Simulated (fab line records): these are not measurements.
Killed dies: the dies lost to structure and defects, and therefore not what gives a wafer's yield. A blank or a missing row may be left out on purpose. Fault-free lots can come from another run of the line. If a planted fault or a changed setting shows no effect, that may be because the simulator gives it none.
Chamber matching    flow nand_harc    pecvd-01 running NHARC_P_M0_PRE_CLEAN_31: 3 sister chambers
The step time 12 s. 24 wafers are shown with their chamber, then 12 later ones without.

== WAFERS, EACH WITH ITS CHAMBER ==
wafer   chamber  heater_power_w (W)  rf_fwd_power_W (W)
L074.1  1        610                 292.4
L074.3  0        624                 292.7
L074.4  0        636                 292.5
L077.1  0        693                 291.2
L077.2  2        532                 292.3
L077.3  1        633                 291.9
L079.1  1        668                 293.0
L079.2  0        685                 292.2
L079.3  2        490                 293.6
L080.1  1        631                 291.4
L080.2  2        520                 291.8
L080.5  2        525                 293.3
L080.3  0        651                 292.4
L080.4  0        669                 290.9
L080.6  1        619                 294.1
L081.2  2        544                 293.4
L081.5  2        516                 292.6
L081.6  0        725                 291.3
L082.1  1        576                 293.1
L082.4  1        588                 293.3
L082.6  0        715                 292.1
L083.1  2        513                 292.4
L083.3  1        612                 292.2
L083.6  0        614                 292.4

SIGNATURES (averages over the wafers above)
reading         chamber 0  chamber 1  chamber 2  scatter within a chamber
heater_power_w  668.00     617.12     520.00     30.8
rf_fwd_power_W  291.967    292.675    292.771    0.736
Rule: a wafer's distance from a chamber is the root of the sum, over the readings, of the square of ((its reading less the chamber's mean) divided by the reading's scatter). The wafer belongs to the nearest chamber; if the next one is less than 2 further off, it can't be placed. The scatter is the square root of a quotient: the sum, over the shown wafers, of each reading's squared deviation from its chamber's mean, divided by wafers minus chambers.

== WAFERS WHOSE CHAMBER IS MISSING ==
wafer   heater_power_w (W)  rf_fwd_power_W (W)
L088.2  480                 293.2
L088.4  462                 292.5
L088.5  645                 293.5
L086.1  555                 291.9
L086.2  524                 294.1
L086.6  553                 291.4
L086.3  717                 293.4
L086.4  522                 293.3
L086.5  692                 292.5
L089.1  590                 293.0
L089.5  684                 292.4
L089.6  541                 292.6

== WHICH CHAMBER EACH WENT THROUGH ==
wafer   from the rows above           in truth
L088.2  2                             2
L088.4  2                             2
L088.5  can't be placed: 1 or 0       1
L086.1  can't be placed: 2 or 1       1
L086.2  can't be placed: 2 or 1       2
L086.6  can't be placed: 2 or 1 or 0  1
L086.3  can't be placed: 0 or 1       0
L086.4  2                             2
L086.5  can't be placed: 0 or 1       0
L089.1  can't be placed: 1 or 2 or 0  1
L089.5  can't be placed: 0 or 1       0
L089.6  can't be placed: 2 or 1       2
Placed correctly: 3 of 12. Unplaceable from these rows: 9, with the true chamber sitting among the candidates in 9. Placed wrongly: 0.
